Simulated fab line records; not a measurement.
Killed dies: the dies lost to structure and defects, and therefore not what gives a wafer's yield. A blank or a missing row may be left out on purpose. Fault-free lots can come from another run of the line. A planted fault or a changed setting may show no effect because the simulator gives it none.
Lot-split experiment || flow n5_finfet || route with 1938 steps; 7 lots, 39 wafers read

THE SPLIT ITSELF
At N5_BEOL_M12_ETCH_68 (etches SOC in N2/H2, time 285 s), the setting time_s was moved away from the recipe's 285 s on 6 of the 39 wafers read, by -18.9% to +15.5%. For the rest of the wafers, this setting stayed at what the recipe calls for.

The reading comes from the split's own step.

THE READING
SiARC_of_BEOL_M12_COAT_66.thk_nm (the simulator's own value, which no gauge read), in nm, at N5_BEOL_M12_ETCH_68 (etches SOC in N2/H2, time 285 s). No usual value for it is given in the file. Across the 33 wafers here that went through the recipe, the average is 85.9 nm and the standard deviation 0.51 nm.

{"wafer": "L075.1", "tool, chamber at the split": "rie_diel-03, 1,3,2", "time_s as run, s": 285, "against the recipe": "recipe", "SiARC_of_BEOL_M12_COAT_66.thk_nm, nm": 86, "against lot-mates on the recipe": "-"}
{"wafer": "L075.2", "tool, chamber at the split": "rie_diel-03, 1,3,2", "time_s as run, s": 285, "against the recipe": "recipe", "SiARC_of_BEOL_M12_COAT_66.thk_nm, nm": 86, "against lot-mates on the recipe": "-"}
{"wafer": "L075.6", "tool, chamber at the split": "rie_diel-03, 1,3,2", "time_s as run, s": 285, "against the recipe": "recipe", "SiARC_of_BEOL_M12_COAT_66.thk_nm, nm": 86, "against lot-mates on the recipe": "-"}
{"wafer": "L075.3", "tool, chamber at the split": "rie_diel-03, 2", "time_s as run, s": 285, "against the recipe": "recipe", "SiARC_of_BEOL_M12_COAT_66.thk_nm, nm": 86.4, "against lot-mates on the recipe": "-"}
{"wafer": "L075.4", "tool, chamber at the split": "rie_diel-03, 3", "time_s as run, s": 285, "against the recipe": "recipe", "SiARC_of_BEOL_M12_COAT_66.thk_nm, nm": 86.2, "against lot-mates on the recipe": "-"}
{"wafer": "L075.5", "tool, chamber at the split": "rie_diel-03, 1", "time_s as run, s": 285, "against the recipe": "recipe", "SiARC_of_BEOL_M12_COAT_66.thk_nm, nm": 85.4, "against lot-mates on the recipe": "-"}
{"wafer": "L088.1", "tool, chamber at the split": "rie_diel-05, 3", "time_s as run, s": 285, "against the recipe": "recipe", "SiARC_of_BEOL_M12_COAT_66.thk_nm, nm": 86, "against lot-mates on the recipe": "-"}
{"wafer": "L088.2", "tool, chamber at the split": "rie_diel-05, 2", "time_s as run, s": 285, "against the recipe": "recipe", "SiARC_of_BEOL_M12_COAT_66.thk_nm, nm": 85.8, "against lot-mates on the recipe": "-"}
{"wafer": "L088.6", "tool, chamber at the split": "rie_diel-05, 2", "time_s as run, s": 285, "against the recipe": "recipe", "SiARC_of_BEOL_M12_COAT_66.thk_nm, nm": 86.2, "against lot-mates on the recipe": "-"}
{"wafer": "L089.1", "tool, chamber at the split": "rie_diel-05, 2", "time_s as run, s": 285, "against the recipe": "recipe", "SiARC_of_BEOL_M12_COAT_66.thk_nm, nm": 86.4, "against lot-mates on the recipe": "-"}
{"wafer": "L089.2", "tool, chamber at the split": "rie_diel-05, 3", "time_s as run, s": 231, "against the recipe": "-18.9%", "SiARC_of_BEOL_M12_COAT_66.thk_nm, nm": 91, "against lot-mates on the recipe": "+4.9"}
{"wafer": "L089.3", "tool, chamber at the split": "rie_diel-05, 0", "time_s as run, s": 285, "against the recipe": "recipe", "SiARC_of_BEOL_M12_COAT_66.thk_nm, nm": 85.8, "against lot-mates on the recipe": "-"}
{"wafer": "L089.4", "tool, chamber at the split": "rie_diel-05, 2,3", "time_s as run, s": 231, "against the recipe": "-18.9%", "SiARC_of_BEOL_M12_COAT_66.thk_nm, nm": 90.6, "against lot-mates on the recipe": "+4.5"}
{"wafer": "L089.6", "tool, chamber at the split": "rie_diel-05, 2,3", "time_s as run, s": 231, "against the recipe": "-18.9%", "SiARC_of_BEOL_M12_COAT_66.thk_nm, nm": 90.6, "against lot-mates on the recipe": "+4.5"}
{"wafer": "L089.5", "tool, chamber at the split": "rie_diel-05, 0", "time_s as run, s": 285, "against the recipe": "recipe", "SiARC_of_BEOL_M12_COAT_66.thk_nm, nm": 86, "against lot-mates on the recipe": "-"}
{"wafer": "L090.1", "tool, chamber at the split": "rie_diel-05, 2", "time_s as run, s": 285, "against the recipe": "recipe", "SiARC_of_BEOL_M12_COAT_66.thk_nm, nm": 85.8, "against lot-mates on the recipe": "-"}
{"wafer": "L090.2", "tool, chamber at the split": "rie_diel-05, 3", "time_s as run, s": 285, "against the recipe": "recipe", "SiARC_of_BEOL_M12_COAT_66.thk_nm, nm": 86.2, "against lot-mates on the recipe": "-"}
{"wafer": "L090.3", "tool, chamber at the split": "rie_diel-05, 0", "time_s as run, s": 329.3, "against the recipe": "+15.5%", "SiARC_of_BEOL_M12_COAT_66.thk_nm, nm": 81.6, "against lot-mates on the recipe": -4.2}
{"wafer": "L090.6", "tool, chamber at the split": "rie_diel-05, 0", "time_s as run, s": 329.3, "against the recipe": "+15.5%", "SiARC_of_BEOL_M12_COAT_66.thk_nm, nm": 81.6, "against lot-mates on the recipe": -4.2}
{"wafer": "L090.4", "tool, chamber at the split": "rie_diel-05, 1", "time_s as run, s": 285, "against the recipe": "recipe", "SiARC_of_BEOL_M12_COAT_66.thk_nm, nm": 85.4, "against lot-mates on the recipe": "-"}
{"wafer": "L090.5", "tool, chamber at the split": "rie_diel-05, 3", "time_s as run, s": 329.3, "against the recipe": "+15.5%", "SiARC_of_BEOL_M12_COAT_66.thk_nm, nm": 82, "against lot-mates on the recipe": -3.8}
{"wafer": "L092.1", "tool, chamber at the split": "rie_diel-05, 3", "time_s as run, s": 285, "against the recipe": "recipe", "SiARC_of_BEOL_M12_COAT_66.thk_nm, nm": 86, "against lot-mates on the recipe": "-"}
{"wafer": "L092.2", "tool, chamber at the split": "rie_diel-05, 2", "time_s as run, s": 285, "against the recipe": "recipe", "SiARC_of_BEOL_M12_COAT_66.thk_nm, nm": 85.8, "against lot-mates on the recipe": "-"}
{"wafer": "L092.3", "tool, chamber at the split": "rie_diel-05, 1", "time_s as run, s": 285, "against the recipe": "recipe", "SiARC_of_BEOL_M12_COAT_66.thk_nm, nm": 85, "against lot-mates on the recipe": "-"}
{"wafer": "L092.4", "tool, chamber at the split": "rie_diel-05, 0,0,3", "time_s as run, s": 285, "against the recipe": "recipe", "SiARC_of_BEOL_M12_COAT_66.thk_nm, nm": 85.4, "against lot-mates on the recipe": "-"}
{"wafer": "L092.5", "tool, chamber at the split": "rie_diel-05, 0,0,3", "time_s as run, s": 285, "against the recipe": "recipe", "SiARC_of_BEOL_M12_COAT_66.thk_nm, nm": 85.4, "against lot-mates on the recipe": "-"}
{"wafer": "L092.6", "tool, chamber at the split": "rie_diel-05, 0,0,3", "time_s as run, s": 285, "against the recipe": "recipe", "SiARC_of_BEOL_M12_COAT_66.thk_nm, nm": 85.4, "against lot-mates on the recipe": "-"}
{"wafer": "L094.1", "tool, chamber at the split": "rie_diel-06, 0,3", "time_s as run, s": 285, "against the recipe": "recipe", "SiARC_of_BEOL_M12_COAT_66.thk_nm, nm": 87, "against lot-mates on the recipe": "-"}
{"wafer": "L094.5", "tool, chamber at the split": "rie_diel-06, 0,3", "time_s as run, s": 285, "against the recipe": "recipe", "SiARC_of_BEOL_M12_COAT_66.thk_nm, nm": 87, "against lot-mates on the recipe": "-"}
{"wafer": "L094.2", "tool, chamber at the split": "rie_diel-06, 1,2", "time_s as run, s": 285, "against the recipe": "recipe", "SiARC_of_BEOL_M12_COAT_66.thk_nm, nm": 86.2, "against lot-mates on the recipe": "-"}
{"wafer": "L094.6", "tool, chamber at the split": "rie_diel-06, 1,2", "time_s as run, s": 285, "against the recipe": "recipe", "SiARC_of_BEOL_M12_COAT_66.thk_nm, nm": 86.2, "against lot-mates on the recipe": "-"}
{"wafer": "L094.3", "tool, chamber at the split": "rie_diel-06, 2", "time_s as run, s": 285, "against the recipe": "recipe", "SiARC_of_BEOL_M12_COAT_66.thk_nm, nm": 86, "against lot-mates on the recipe": "-"}
{"wafer": "L094.4", "tool, chamber at the split": "rie_diel-06, 3", "time_s as run, s": 285, "against the recipe": "recipe", "SiARC_of_BEOL_M12_COAT_66.thk_nm, nm": 86.8, "against lot-mates on the recipe": "-"}
{"wafer": "L097.1", "tool, chamber at the split": "rie_diel-05, 0,2,3,3", "time_s as run, s": 285, "against the recipe": "recipe", "SiARC_of_BEOL_M12_COAT_66.thk_nm, nm": 85.4, "against lot-mates on the recipe": "-"}
{"wafer": "L097.2", "tool, chamber at the split": "rie_diel-05, 0,2,3,3", "time_s as run, s": 285, "against the recipe": "recipe", "SiARC_of_BEOL_M12_COAT_66.thk_nm, nm": 85.4, "against lot-mates on the recipe": "-"}
{"wafer": "L097.3", "tool, chamber at the split": "rie_diel-05, 0,2,3,3", "time_s as run, s": 285, "against the recipe": "recipe", "SiARC_of_BEOL_M12_COAT_66.thk_nm, nm": 85.4, "against lot-mates on the recipe": "-"}
{"wafer": "L097.5", "tool, chamber at the split": "rie_diel-05, 0,2,3,3", "time_s as run, s": 285, "against the recipe": "recipe", "SiARC_of_BEOL_M12_COAT_66.thk_nm, nm": 85.4, "against lot-mates on the recipe": "-"}
{"wafer": "L097.4", "tool, chamber at the split": "rie_diel-05, 1", "time_s as run, s": 285, "against the recipe": "recipe", "SiARC_of_BEOL_M12_COAT_66.thk_nm, nm": 85, "against lot-mates on the recipe": "-"}
{"wafer": "L097.6", "tool, chamber at the split": "rie_diel-05, 2", "time_s as run, s": 285, "against the recipe": "recipe", "SiARC_of_BEOL_M12_COAT_66.thk_nm, nm": 85.2, "against lot-mates on the recipe": "-"}
When a row names more than one chamber, that row covers several wafers, and the file does not tell which wafer ran in which chamber.

FIT RESULTS
A straight line over all 39 wafers: SiARC_of_BEOL_M12_COAT_66.thk_nm changes by -0.261 nm for each +1% of time_s; r = -0.97; the points scatter about the line by 0.49 nm.
The same after taking each lot's own level away (the mean of its wafers on the recipe; 39 wafers): -0.253 nm for each +1%; r = -0.99; scatter 0.29 nm.
Per that fit: largest time_s move, reading shift of 4.8 nm.
Across the lots, their own levels run from 85.30 to 86.53 nm, a range of 2.4 times the standard deviation given above.
The two slopes are in agreement: the lot-to-lot level therefore moves the slope only a little.
Check: +4.72 nm against its lot-mates is what the line predicts for one of the wafers moved furthest among these (-18.9%) when that wafer is left out of the fit. It came out at +4.93 nm against them.

OTHER SPLITS APPLIED TO THESE WAFERS
Note: prior to the reading, these wafers also went through further splits. Each is held against what the fit with the lots' levels taken away leaves over:
{"other split on the same wafers": "N5_BEOL_M9_TRENCH_ETCH_37 time_s", "wafers away from the commonest value": 15, "r with SiARC_of_BEOL_M12_COAT_66.thk_nm (lot level and that fit taken away)": "+0.02"}

FILE'S OWN FIT
SiARC_of_BEOL_M12_COAT_66.thk_nm changes by -0.252 nm for each +1% of time_s, r = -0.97.
